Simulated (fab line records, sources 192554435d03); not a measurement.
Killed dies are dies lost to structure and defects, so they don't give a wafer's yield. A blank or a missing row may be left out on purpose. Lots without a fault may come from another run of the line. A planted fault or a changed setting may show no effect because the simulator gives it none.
fab line records | flow n5_finfet
record lots=9 wafers=27 last_day=17
route steps=1938 shown BEOL_M0_SAQP@672 BEOL_M4@1111 PASSIVATION@1936
lots that met no fault: from a run of the same line without faults
start_h: hours from the record's first day to the start of the lot's first wafer shown | wait_h: hours since the lot's step before | " the same as in the row above | L1.1+2: a row that stands for several wafers | - no value, or no start given | * or withheld: withheld | < > ~ a bound
route shown NAME@n: a module of which the file shows steps, and the number in the route of the first | usual: mean/standard deviation of fault-free wafers | same: alike in all rows | chamber/n: place in a boat | sites: the reading at each site | _std_site: their standard deviation | _edge_site: outer sites' mean less inner sites' | radius_mm: how far each site lies from the wafer's centre | mask NAME#n: copy n | behind: the tool/chamber that last shaped the wafer | hold: why the lot was held/for how many hours/how that ended | device: the transistor (n, p or np) that didn't switch | end of line: the same wafers' tests at the end of the route | a step without rows: its recipe alone | killed: dies lost to structure and defects at the first sort, not the wafer's yield | map: a wafer's dies, x killed, . not, _ none there
set.NAME: the setting as run; set.NAME@STEP: as run at that earlier step | model.NAME: the simulator's own value behind a step, which no gauge read
steps of the route over a sample of lots; a table a step, a row a wafer
services: from which hour (start_h, from the record's first day; less than 0 if before it) a tool's chamber was out of use, for how many hours, and why
## steps
# step N5_BEOL_M0_SAQP_ETCH_106
# recipe chemistry=N2/H2 target=SOC target_depth_a=1500 stop_on=SiNx ion_energy_ev=100 bias_w=61 pressure_mtorr=30 source_w=850 n2_flow_sccm=200 h2_flow_sccm=200
# usual drypump_motor_current_A=5.7/0.38 n2_flow_sccm=200.1/0.59 oes_product_au=0.77/0.072 rf_vpp_V=240.7/1.4 showerhead_plenum_p_Torr=2.55/0.099 throttle_valve_pct=17.7/0.34
# columns lot.wafer tool chamber start_h wait_h drypump_motor_current_A n2_flow_sccm oes_product_au rf_hours_counter_h rf_vpp_V showerhead_plenum_p_Torr throttle_valve_pct
L592.1 rie_diel-01 0 117.83 - 5.2 201.4 0.73 156 241.7 2.65 17.9
L592.2 " 3 " " 6.2 200.5 0.91 28 239.9 2.49 17.4
L592.3 " 2 " " 6.1 201.3 0.70 199 239.7 2.41 17.9
L595.3 rie_diel-06 0 131.37 - 5.8 198.9 0.92 24 240.8 2.48 17.6
L595.4 " 1 " " 5.9 200.1 0.88 28 241.7 2.58 17.2
L595.6 " 2 " " 5.2 200.9 0.72 - 240.3 2.53 18.1
L598.1 rie_diel-03 3 149.63 - 5.9 201.0 0.69 231 241.6 2.64 18.6
L598.4 " 2 " " 5.2 199.3 0.75 - 240.9 2.45 17.5
L598.6 " 0 " " 5.2 200.0 0.83 - 244.4 2.70 17.5
L600.1 rie_diel-03 2 160.00 - 5.2 200.7 0.75 160 238.4 2.45 17.5
L600.4 " 1 " " 6.0 199.8 0.80 79 242.5 2.68 17.3
L600.5 " 1 " " 6.0 199.9 0.79 - 241.8 2.69 17.3
L610.2 rie_diel-01 0 226.33 - 5.2 199.4 0.71 188 241.0 2.64 18.0
L610.5 " 1 " " 5.8 200.5 0.71 - 240.0 2.52 17.6
L610.6 " 0 " " 5.3 199.7 0.70 - 241.4 2.64 18.0
L611.1 rie_diel-03 0 227.53 - 5.2 200.2 0.81 73 242.8 2.69 17.5
L611.2 " 2 " " 5.2 199.9 0.72 176 240.4 2.44 17.5
L611.3 " 1 " " 6.0 200.2 0.77 95 243.0 2.68 17.4
L612.4 rie_diel-01 2 232.97 - 6.1 200.4 0.69 234 239.8 2.40 17.9
L612.5 " 2 " " 6.1 200.3 0.68 - 239.7 2.40 17.9
L612.6 " 1 " " 5.9 200.1 0.71 - 239.2 2.52 17.7
L613.2 rie_diel-03 1 234.74 - 6.0 199.6 0.78 97 241.8 2.68 17.4
L613.4 " 1 " " 6.0 199.4 0.77 - 242.7 2.68 17.4
L613.5 " 2 " " 5.3 199.2 0.72 - 238.3 2.44 17.5
L614.1 rie_diel-06 0 240.65 - 5.8 199.9 0.86 56 239.9 2.46 17.6
L614.2 " 2 " " 5.2 200.5 0.70 228 239.4 2.52 18.2
L614.4 " 1 " " 5.9 199.5 0.84 57 243.0 2.57 17.3
# step N5_BEOL_M0_SAQP_STRIP_108
# recipe chemistry=N2/H2 power_w=500 temp_c=40 pressure_mtorr=50 rf_frequency_hz=6e+07 overash_fraction=0.3 bias_power_w=28 h2_frac=0.5 n2_flow_sccm=300 h2_flow_sccm=300
# usual drypump_motor_current_A=5.7/0.39 n2_flow_sccm=300.0/0.93 oes_product_au=0.77/0.076 power_w=500.3/1.4 rf_vpp_V=121.9/1 showerhead_plenum_p_Torr=3.37/0.13 throttle_valve_pct=18.8/0.54
# same overash_fraction=0.3
# columns lot.wafer tool chamber start_h wait_h drypump_motor_current_A n2_flow_sccm oes_product_au power_w rf_hours_counter_h rf_vpp_V showerhead_plenum_p_Torr throttle_valve_pct
L592.1 rie_diel-01 0 117.93 0.0 5.2 300.0 0.74 500.4 156 123.3 3.50 19.2
L592.2 " 3 " " 6.3 300.6 0.92 501.6 28 123.2 3.29 18.5
L592.3 " 2 " " 6.1 300.6 0.71 499.8 199 120.9 3.19 18.9
L595.3 rie_diel-06 0 131.47 0.0 5.8 302.4 0.93 497.3 24 121.5 3.28 18.4
L595.4 " 1 " " 5.9 298.9 0.90 498.4 28 121.7 3.41 18.3
L595.6 " 2 " " 5.3 299.8 0.72 500.0 - 121.0 3.34 19.3
L598.1 rie_diel-03 3 149.73 0.0 5.9 298.8 0.69 500.1 232 122.1 3.49 20.3
L598.4 " 2 " " 5.3 299.9 0.77 500.9 - 122.1 3.24 18.5
L598.6 " 0 " " 5.3 299.6 0.85 501.0 - 123.4 3.56 18.8
L600.1 rie_diel-03 2 160.10 0.0 5.2 299.1 0.76 499.1 160 120.9 3.24 18.5
L600.4 " 1 " " 6.0 301.1 0.81 499.4 79 122.2 3.54 18.3
L600.5 " 1 " " 6.0 301.6 0.80 500.3 - 122.4 3.54 18.3
L610.2 rie_diel-01 0 226.43 0.0 5.2 298.5 0.70 500.9 188 121.3 3.48 19.3
L610.5 " 1 " " 5.9 301.2 0.69 500.3 - 122.8 3.33 18.6
L610.6 " 0 " " 5.2 299.1 0.70 501.1 - 120.5 3.48 19.3
L611.1 rie_diel-03 0 227.63 0.0 5.2 298.5 0.82 500.6 73 123.8 3.55 18.8
L611.2 " 2 " " 5.2 300.2 0.75 502.1 176 121.7 3.23 18.5
L611.3 " 1 " " 6.0 302.0 0.79 500.4 95 122.0 3.53 18.3
L612.4 rie_diel-01 2 233.07 0.0 6.1 299.6 0.69 500.0 234 119.6 3.18 19.0
L612.5 " 2 " " 6.1 299.6 0.68 499.4 - 120.8 3.17 18.9
L612.6 " 1 " " 5.9 299.8 0.70 500.0 - 123.7 3.32 18.6
L613.2 rie_diel-03 1 234.84 0.0 6.0 298.0 0.79 502.2 97 122.7 3.53 18.3
L613.4 " 1 " " 6.0 298.2 0.78 500.0 - 123.0 3.53 18.3
L613.5 " 2 " " 5.2 300.8 0.74 499.6 - 122.6 3.23 18.5
L614.1 rie_diel-06 0 240.75 0.0 5.8 301.4 0.88 502.0 56 121.6 3.26 18.4
L614.2 " 2 " " 5.2 301.1 0.70 501.0 228 120.1 3.33 19.4
L614.4 " 1 " " 5.9 299.4 0.84 501.4 57 122.8 3.39 18.3
# step N5_BEOL_M0_SAQP_DESCUM_45
# recipe chemistry=O2 time_s=7 source_power_w=50 bias_power_w=20 pressure_mtorr=20 rf_frequency_hz=2.712e+07 temp_c=40 resist=CAR-EUV o2_flow_sccm=225
# usual drypump_motor_current_A=5.7/0.38 oes_product_au=0.77/0.08 rf_vpp_V=243.2/1.4 showerhead_plenum_p_Torr=2.09/0.077 throttle_valve_pct=20.3/0.3
# columns lot.wafer tool chamber start_h wait_h drypump_motor_current_A oes_product_au rf_hours_counter_h rf_vpp_V showerhead_plenum_p_Torr throttle_valve_pct
L592.1 rie_diel-06 0 119.47 0.0 5.8 0.94 19 241.8 2.05 20.4
L592.2 " 3 " " 5.3 0.86 45 244.2 2.22 20.4
L592.3 " 2 " " 5.2 0.73 190 243.3 2.07 20.6
L595.3 rie_diel-01 3 132.85 0.0 6.2 0.91 33 241.6 2.04 20.1
L595.4 " 0 " " 5.2 0.72 161 244.8 2.16 20.3
L595.6 " 1 " " 5.8 0.72 - 243.0 2.08 20.2
L598.1 rie_diel-01 1 151.29 0.1 5.9 0.71 186 241.5 2.08 20.2
L598.4 " 3 " " 6.2 0.91 39 242.3 2.04 20.1
L598.6 " 2 " " 6.1 0.71 - 241.7 2.00 20.6
L600.1 rie_diel-03 3 161.97 0.2 5.9 0.70 235 245.3 2.15 20.8
L600.4 " 0 " " 5.2 0.85 62 245.3 2.23 20.1
L600.5 " 0 " " 5.2 0.85 - 243.8 2.23 20.1
L610.2 rie_diel-03 2 227.97 0.0 5.2 0.75 176 241.6 1.98 19.9
L610.5 " 1 " " 6.0 0.79 - 244.1 2.19 19.9
L610.6 " 2 " " 5.2 0.74 - 242.0 1.98 19.9
L611.1 rie_diel-01 2 229.28 0.1 6.1 0.69 233 241.3 2.00 20.7
L611.2 " 1 " " 5.9 0.71 209 243.2 2.07 20.3
L611.3 " 0 " " 5.2 0.71 189 244.9 2.15 20.4
L612.4 rie_diel-06 2 235.10 0.2 5.2 0.70 225 243.4 2.05 20.6
L612.5 " 3 " " 5.3 0.82 - 245.9 2.20 20.4
L612.6 " 2 " " 5.2 0.69 - 243.9 2.05 20.6
L613.2 rie_diel-03 1 237.82 0.0 6.0 0.78 99 244.5 2.19 19.9
L613.4 " 2 " " 5.2 0.74 - 242.0 1.98 19.9
L613.5 " 0 " " 5.3 0.82 - 246.1 2.22 20.1
L614.1 rie_diel-01 3 243.07 0.0 6.2 0.86 65 242.1 2.03 20.1
L614.2 " 0 " " 5.2 0.70 193 244.4 2.14 20.4
L614.4 " 2 " " 6.1 0.70 237 240.2 2.00 20.7
# step N5_BEOL_M0_SAQP_ALD_48
# recipe material=SiO2 target_thk_a=200 temp_c=100 ald_precursor_family=BDEAS ald_co_reactant=O2-plasma pulse_time_s=1 co_reactant_pulse_time_s=1 purge_time_s=2 co_reactant_purge_time_s=2 ald_cycles=139 pressure_torr=2
# usual ald_cycles=139/0 heater_power_w=81/7 precursor_pulse_height_rel=0.998/0.021
# columns lot.wafer tool chamber start_h wait_h ald_cycles heater_power_w precursor_pulse_height_rel since_wet_clean_h
L592.1 ald_sin-04 0 119.76 0.0 139 80 0.989 309
L592.2 " 1 " " 139 77 0.995 309
L592.3 " 3 " " 139 72 0.950 309
L595.3 ald_sin-03 1 133.14 0.0 139 85 0.996 231
L595.4 " 3 " " 139 83 1.039 231
L595.6 " 2 " " 139 79 0.983 -
L598.1 ald_sin-03 2 151.58 0.0 139 81 0.952 249
L598.4 " 0 " " 139 88 1.035 249
L598.6 " 1 " " 72 84 1.013 -
L600.1 ald_sin-03 2 162.46 0.2 139 82 0.985 260
L600.4 " 0 " " 139 86 0.986 260
L600.5 " 2 " " 72 82 0.986 -
L610.2 ald_sin-03 1 228.26 0.0 139 87 1.005 326
L610.5 " 3 " " 139 84 0.996 -
L610.6 " 2 " " 139 85 1.008 -
L611.1 ald_sin-03 3 229.56 0.0 139 83 1.030 327
L611.2 " 0 " " 139 88 1.014 327
L611.3 " 2 " " 139 83 1.007 327
L612.4 ald_sin-04 3 235.38 0.0 139 74 0.997 44
L612.5 " 2 " " 139 64 1.011 -
L612.6 " 3 " " 139 74 1.014 -
L613.2 ald_sin-03 1 238.10 0.0 139 85 0.980 336
L613.4 " 0 " " 139 89 0.961 336
L613.5 " 3 " " 139 83 1.002 -
L614.1 ald_sin-03 2 243.35 0.0 139 84 0.995 341
L614.2 " 3 " " 139 83 0.972 341
L614.4 " 0 " " 139 88 0.998 341
# step N5_BEOL_M4_RC_MEAS_101
# usual DIBL_N=36.9/1.7 DIBL_P=36.7/2.1 IOFF_N=0.17/0.032 IOFF_P=0.22/0.036 ION_N=674/12 ION_P=461/7 SS_N=71.7/0.6 SS_P=73.4/0.67 VT_N=249/3.1 VT_P=-250/3.2
# columns lot.wafer tool chamber start_h wait_h DIBL_N[mV/V] DIBL_P[mV/V] IOFF_N[nA/um] IOFF_P[nA/um] ION_N[uA/um] ION_P[uA/um] SS_N[mV/dec] SS_P[mV/dec] VT_N[mV] VT_P[mV]
L592.1 prober-01 0 169.52 0.0 35.5 35.5 0.14 0.18 657 448 71.7 72.8 253 -254
L592.2 " 0 " " 36.4 36.6 0.15 0.20 674 464 71.3 73.2 254 -251
L592.3 " 0 " " 35.7 34.9 0.14 0.18 666 456 70.9 73.1 250 -251
L595.3 prober-02 0 182.21 0.3 32.8 32.8 0.12 0.17 660 454 70.6 72.8 255 -252
L595.4 " 0 " " 35.9 35.1 0.16 0.20 663 454 71.8 72.8 250 -252
L595.6 " 0 " " 34.4 32.9 0.14 0.17 652 446 71.6 72.2 252 -251
L598.1 prober-01 0 196.96 0.0 38.8 41.7 0.23 0.27 694 468 72.2 74.3 245 -251
L598.4 " 0 " " 36.9 38.2 0.18 0.21 676 452 71.8 73.9 250 -252
L598.6 " 0 " " 37.5 38.4 0.19 0.21 683 456 71.6 74.3 248 -254
L600.1 prober-01 0 212.24 0.0 37.3 36.5 0.18 0.22 679 461 71.7 73.2 246 -251
L600.4 " 0 " " 37.0 36.0 0.16 0.20 680 460 71.1 72.8 250 -249
L600.5 " 0 " " 39.7 37.1 0.23 0.23 675 452 72.8 73.7 244 -251
L610.2 prober-02 0 279.27 0.2 36.3 35.0 0.17 0.26 681 470 71.5 72.7 247 -245
L610.5 " 0 " " 34.8 33.8 0.13 0.23 668 469 71.8 72.6 254 -245
L610.6 " 0 " " 37.2 35.8 0.18 0.26 681 471 71.3 73.8 247 -245
L611.1 prober-01 0 285.93 0.0 37.1 37.7 0.17 0.27 679 465 72.8 73.5 248 -245
L611.2 " 0 " " 36.4 35.5 0.15 0.22 668 461 71.0 73.3 252 -245
L611.3 " 0 " " 38.0 38.3 0.21 0.28 702 472 73.2 74.1 244 -245
L612.4 prober-01 0 289.45 0.5 35.4 37.3 0.16 0.21 681 464 71.1 73.6 248 -250
L612.5 " 0 " " 37.0 37.7 0.17 0.22 682 465 70.8 73.7 248 -249
L612.6 " 0 " " 35.2 37.1 0.15 0.21 682 461 71.0 73.0 250 -249
L613.2 prober-02 0 293.19 0.2 35.5 34.9 0.14 0.19 673 462 72.0 73.8 254 -250
L613.4 " 0 " " 32.0 30.8 0.10 0.14 651 452 69.8 72.5 255 -255
L613.5 " 0 " " 35.6 34.9 0.14 0.20 667 462 71.3 73.7 255 -251
L614.1 prober-02 0 295.20 0.0 37.5 38.7 0.20 0.28 681 473 72.4 74.4 244 -247
L614.2 " 0 " " 38.9 40.3 0.23 0.30 696 471 72.0 74.2 245 -243
L614.4 " 0 " " 35.0 35.1 0.14 0.22 660 468 71.2 73.2 251 -249
# step N5_PASSIVATION_PROBE_49
# usual defect_limited_yield=91.7/1.5 killed_at_M0_to_M3=32/9.6 killed_at_M4_up=13/5.3 killed_at_contacts=12/6.8 killed_at_front_end=36/9.8 killed_at_other=4/3.1 killed_dies=98/17 killed_open=65/13 killed_short=32/8.5 sort_bin_5_function=4.9/0.93 sort_bin_6_memory=3.2/0.67 sort_bin_8_speed=0.00/0.02 sort_n_pass=1082/17
# same gross_dies=1180 killed_at_back_side=0 sort_bin_4_leakage[%]=0
# columns lot.wafer tool chamber start_h wait_h defect_limited_yield[%] killed_at_M0_to_M3 killed_at_M4_up killed_at_contacts killed_at_front_end killed_at_other killed_dies killed_open killed_short sort_bin_5_function[%] sort_bin_6_memory[%] sort_bin_8_speed[%] sort_n_pass
L611.1 prober-02 - 388.96 0.0 90.3 39 8 14 45 9 115 74 41 6.4 3.1 0 1065
L611.2 prober-02 - 389.01 0.1 90.0 49 14 19 35 1 118 76 42 6.3 3.3 0 1062
L611.3 prober-02 - 389.06 0.1 89.3 64 15 11 31 5 126 83 43 6.0 4.4 0 1054
# killed by level:class
L611.1 FIN_SAQP:geometric_particle:open=14 FIN_SAQP:geometric_particle:short=12 MOL_CONTACT_COAG:geometric_particle:open=11 BEOL_M0_SAQP:geometric_particle:short=11 BEOL_M0:geometric_particle:open=7 BEOL_M1:geometric_particle:open=6 BEOL_M2:geometric_particle:open=6 DUMMY_GATE:geometric_particle:open=5
L611.2 MOL_CONTACT_COAG:geometric_particle:open=17 BEOL_M0_SAQP:geometric_particle:short=15 BEOL_M1:geometric_particle:open=12 BEOL_M0_SAQP:geometric_particle:open=9 BEOL_M4:geometric_particle:open=8 FIN_SAQP:geometric_particle:open=6 BEOL_M2:geometric_particle:open=5 STARTING-WAFER:geometric_particle:open=5
L611.3 BEOL_M0_SAQP:geometric_particle:open=25 BEOL_M0_SAQP:geometric_particle:short=20 FIN_SAQP:geometric_particle:open=13 FIN_SAQP:geometric_particle:short=9 BEOL_M2:geometric_particle:open=9 MOL_CONTACT_COAG:geometric_particle:open=6 MOL_CONTACT_COAG:geometric_particle:short=5 BEOL_M0:geometric_particle:open=4
## services
# columns tool chamber start_h hours kind
rie_diel-06 3 95.68 2.3 repair
ald_sin-03 - 99.72 6.0 pm
rie_diel-06 1 108.93 13.4 repair
ald_sin-04 - 177.36 14.0 pm
ald_sin-04 0 177.36 14.0 vent_cycle
ald_sin-04 1 177.36 14.0 vent_cycle
ald_sin-04 2 177.36 14.0 vent_cycle
ald_sin-04 3 177.36 14.0 vent_cycle
rie_diel-06 0 191.26 3.2 repair
ald_sin-04 0 191.36 - clean
ald_sin-04 1 191.36 - clean
ald_sin-04 2 191.36 - clean
ald_sin-04 3 191.36 - clean
rie_diel-03 0 195.40 6.6 repair
ald_sin-04 - 203.79 6.0 pm
rie_diel-06 1 206.40 12.2 repair
rie_diel-06 - 215.37 0.3 repair
rie_diel-03 3 218.34 1.6 repair
rie_diel-03 - 218.39 7.2 repair
rie_diel-03 3 231.56 - clean
rie_diel-03 3 231.56 - consumable_replace:focus_ring
rie_diel-03 3 231.56 15.0 scheduled_down
rie_diel-03 3 231.56 15.0 vent_cycle
## key
first_sign step=N5_BEOL_M0_SAQP_ALD_48 reading=ald_cycles direction=down sigmas=99+ usual=* struck=*
effect none on later readings
met_at N5_BEOL_M0_SAQP_ALD_48
struck_lots L598,L600
struck_wafers L598.6,L600.5
not_acting_at N5_BEOL_M0_SAQP_ETCH_106,N5_BEOL_M0_SAQP_STRIP_108,N5_BEOL_M0_SAQP_DESCUM_45
onset_between 133.14 151.58
fault kind=process_parameter_drift tool=ald_sin-03 chamber=- onset_h=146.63 steps=N5_BEOL_M0_SAQP_ALD_48 channel=ald_cycles offset=* shape=step end_h=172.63 scope=struck_wafers_only acts_in=* stated=*
